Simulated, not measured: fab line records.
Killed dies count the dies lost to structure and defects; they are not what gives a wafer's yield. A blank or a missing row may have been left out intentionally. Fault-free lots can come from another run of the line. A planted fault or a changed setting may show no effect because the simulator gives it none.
A struck lot beside a sound one    flow nand-harc    15 out of 1302 route steps
Sound: the wafers L997.1, L997.4, L997.5. Struck: wafers L990.2, L990.3, L990.4. The cause is named last.
Each step with rows lists, per side, the tool, then ch with its chambers, then its first start. Under that, the readings that differ: sound wafers    struck wafers    difference of the means    sigmas: that difference in standard deviations of wafers without a fault.
alike: readings with means less than 2 such deviations apart, plus words and numbers identical on both sides. not compared: withheld readings, readings lacking a value on some wafer, bounds such as >300 that could conceal the same value, and numbers that have no deviation in the record and whose values overlap.
Wherever a step has rows on one side only, a row that says differs or no value, or a row with sigmas, the two part there. Numbers that have no deviation but don't overlap get no sigmas and don't part them. A reading missing from all wafers of one side parts the sides only when that side holds two or more wafers.

first, 5 steps without rows for these wafers: NHARC_THIN_TSV_SOFTBAKE_07 (time 95 s); NHARC_THIN_TSV_EBR_08; NHARC_THIN_TSV_EXPOSE_09 (exposes mask TSV); NHARC_THIN_TSV_PEB_10 (peb time 85 s); NHARC_THIN_TSV_DEVELOP_11 (time 70 s).
NHARC_THIN_TSV_CD_MEAS_12: the cd target is 1000 nm.
  sound on cd-sem-03 ch 0, day 32 03:58; struck on cd-sem-03 ch 0, day 28 18:54
  alike: cd-nm
then, 1 step without rows for these wafers: NHARC_THIN_TSV_HARDBAKE_13 (time 80 s).
NHARC_THIN_TSV_DESCUM_14: chemistry O2, time 3 s.
  sound on rie-diel-06 ch 0,1, day 32 04:08; struck on rie-diel-05 ch 0,2,3, day 28 19:04
  alike: drypump-motor-current-A, oes-product-au, rf-vpp-V, showerhead-plenum-p-Torr, throttle-valve-pct
  not compared: rf-hours-counter-h
NHARC_THIN_TSV_ETCH_44: etches the open film in CF4/O2, target depth 1594.2 nm, time 797.1 s.
  sound on rie-diel-06 ch 1,2,3, day 32 04:19; struck on rie-diel-05 ch 0,1,2, day 28 19:08
reading                sound              struck             difference  sigmas
oes-product-au (a.u.)  0.982 0.983 0.984  1.020 1.012 1.006  +0.030      +3
  alike: cf4-flow-sccm, drypump-motor-current-A, rf-vpp-V, showerhead-plenum-p-Torr, throttle-valve-pct
  not compared: rf-hours-counter-h
NHARC_THIN_TSV_ETCH_15: target depth 3000 nm, bosch target overetch cycles 2, bosch etch step 2.8 s.
  sound on rie-si-04 ch 2,3, day 32 04:48; struck on rie-si-02 ch 0,2,3, day 28 19:43
  alike: drypump-motor-current-A
  not compared: rf-hours-counter-h
NHARC_THIN_TSV_CD_MEAS_16:
  sound on cd-sem-01 at day 32 04:57; struck on cd-sem-01 at day 28 19:51
  alike: cd-nm
NHARC_THIN_TSV_STRIP_45: strips in O2.
  sound on plasma-asher-01 ch 0,1, day 32 05:02; struck on plasma-asher-01 ch 0,1, day 28 20:07
  alike: drypump-motor-current-A, heater-power-w
  not compared: rf-hours-counter-h
NHARC_THIN_TSV_STRIP_46: strips in post etch residue remover, time 1200 s.
  sound on wet-bench-08 ch 3,4,6, day 32 05:22; struck on wet-bench-08 ch 3,4,6, day 28 20:28
  no value came back on the struck wafers for bath-guard-temp-C (C), bath-heat-duty-pct (%); on the sound wafers bath-guard-temp-C (C) reads 72.4 72.7 72.2
NHARC_THIN_TSV_DEP_47: deposits SiO2, target thk 200 nm.
  sound on pecvd-02 ch 0,1, day 32 05:52; struck on pecvd-04 ch 0,1, day 28 20:55
reading                 sound           struck          difference  sigmas
throttle-valve-pct (%)  16.4 16.7 16.4  14.9 16.2 15.2  -1.1        -3
  alike: chamber-pressure-Torr
NHARC_END_SORT_01:
  sound on prober-01 ch 0, day 32 18:58; struck on prober-01 ch 0, day 29 13:31
  alike: defect-limited-yield, killed-at-array, killed-at-other, killed-at-periphery, killed-dies, killed-open, killed-short

## WHERE THEY PART
First at NHARC_THIN_TSV_ETCH_44; last, within this record, at NHARC_THIN_TSV_DEP_47. Later steps at which nothing parts them and some readings are alike: NHARC_END_SORT_01.

WHY: whatever the simulator had introduced
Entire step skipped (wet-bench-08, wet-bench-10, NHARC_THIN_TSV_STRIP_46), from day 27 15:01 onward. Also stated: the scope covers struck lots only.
